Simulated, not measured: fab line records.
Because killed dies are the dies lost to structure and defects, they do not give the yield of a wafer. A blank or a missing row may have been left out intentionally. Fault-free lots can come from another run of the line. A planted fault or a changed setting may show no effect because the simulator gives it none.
Comparing a struck lot with a sound one + flow nand-harc + 14 steps out of a route of 1159
Sound: wafers L982.1, L982.3, L982.4. Wafers L100.2, L100.4, L100.6 were the ones struck. Last of all comes the cause.
For every step that has rows: the tool of each side, followed by ch and its chambers, followed by its first start. Under that, the readings that differ: sound wafers + struck wafers + difference of the means + sigmas: that difference in standard deviations of wafers without a fault.
alike: same words and numbers on both sides, and readings whose means sit less than 2 such deviations apart. not compared: any withheld reading, any reading some wafer has no value for, any bound like >300 that may hide the same value, and any number with overlapping values for which the record gives no deviation.
Wherever a step has rows on one side only, a row that says differs or no value, or a row with sigmas, the two part there. Numbers that don't overlap but have no deviation are shown without sigmas and don't part them. A reading that every wafer of one side lacks parts them only if that side has two wafers or more.

NHARC_A_BONDPAD_CD_MEAS_09 targets a cd of 500 nm.
  sound on cd-sem-03 ch 0, day 18 10:33; struck on cd-sem-01 ch 0, day 22 16:26
  alike: cd-nm
NHARC_A_BONDPAD_OVL_MEAS_35:
  sound: overlay-01 at day 18 10:38; struck: overlay-02 at day 22 16:31
| reading           | sound    | struck | difference | sigmas |
|-------------------|----------|--------|------------|--------|
| overlay-y-nm (nm) | -7 -7 -7 | 7 7 7  | +14        | +3     |
  alike: overlay-x-nm
then, 1 step without rows for these wafers: NHARC_A_BONDPAD_HARDBAKE_10 (time 65 s).
NHARC_A_BONDPAD_DESCUM_11: chemistry O2, time 3 s.
  sound on rie-diel-09 ch 0,2,3, day 18 10:46; struck on rie-diel-09 ch 1,2, day 22 16:40
  alike: drypump-motor-current-A, oes-product-au, rf-vpp-V, showerhead-plenum-p-Torr, throttle-valve-pct
  not compared: rf-hours-counter-h
then, 2 steps without rows for these wafers: NHARC_A_BONDPAD_ETCH_34 (etches the open film in N2/H2, target depth 60 nm, overetch 18 nm, time 65.91 s); NHARC_A_BONDPAD_ETCH_12 (etches the open film in CHF3/O2, target depth 220 nm, time 110 s).
NHARC_A_BONDPAD_CD_MEAS_13:
  sound: cd-sem-03 at day 18 11:05; struck: cd-sem-03 at day 22 17:00
  alike: cd-nm
NHARC_A_BONDPAD_STRIP_15: strips in O2.
  sound on rie-diel-09 ch 1,2,3, day 18 11:09; struck on rie-diel-09 ch 1,2, day 22 17:05
  alike: drypump-motor-current-A, oes-product-au, rf-vpp-V, showerhead-plenum-p-Torr, throttle-valve-pct
  not compared: rf-hours-counter-h
NHARC_A_BONDPAD_ETCH_24: etches the open film in CF4/N2, target depth 30 nm, time 72.99 s.
  sound on rie-diel-09 ch 0,1,2; struck on rie-diel-09 ch 0,1,2, day 22 17:15
  alike: drypump-motor-current-A, oes-product-au, rf-vpp-V, showerhead-plenum-p-Torr, throttle-valve-pct
  not compared: rf-hours-counter-h
then, 1 step without rows for these wafers: NHARC_A_BONDPAD_STRIP_16 (strips in post etch residue remover, time 600 s).
NHARC_A_BONDPAD_DEGAS_25: time 60 s.
  sound: pvd-sputter-01 at day 18 11:43; struck: pvd-sputter-02 at day 22 17:40
  alike: heater-power-w
NHARC_A_BONDPAD_PRE_CLEAN_26: time 30 s.
  sound on pvd-sputter-01; struck on pvd-sputter-02
  alike: heater-power-w
NHARC_A_BONDPAD_PVD_17: deposits TaN, target thk 5 nm, time 8.06 s.
  sound: pvd-sputter-01 at day 18 11:50; struck: pvd-sputter-02 at day 22 17:49
  no value came back on the struck wafers for bias-v (V), cathode-dc-power-W (W), throttle-valve-pct (%); on the sound wafers bias-v (V) reads 170.0 168.9 166.6
then, 1 step without rows for these wafers: NHARC_A_BONDPAD_PVD_27 (deposits Cu, target thk 30 nm, time 20.49 s).

== WHERE THEY PART ==
Earliest at NHARC_A_BONDPAD_OVL_MEAS_35; latest, in this record, at NHARC_A_BONDPAD_PVD_17.

WHY: the cause the simulator had injected
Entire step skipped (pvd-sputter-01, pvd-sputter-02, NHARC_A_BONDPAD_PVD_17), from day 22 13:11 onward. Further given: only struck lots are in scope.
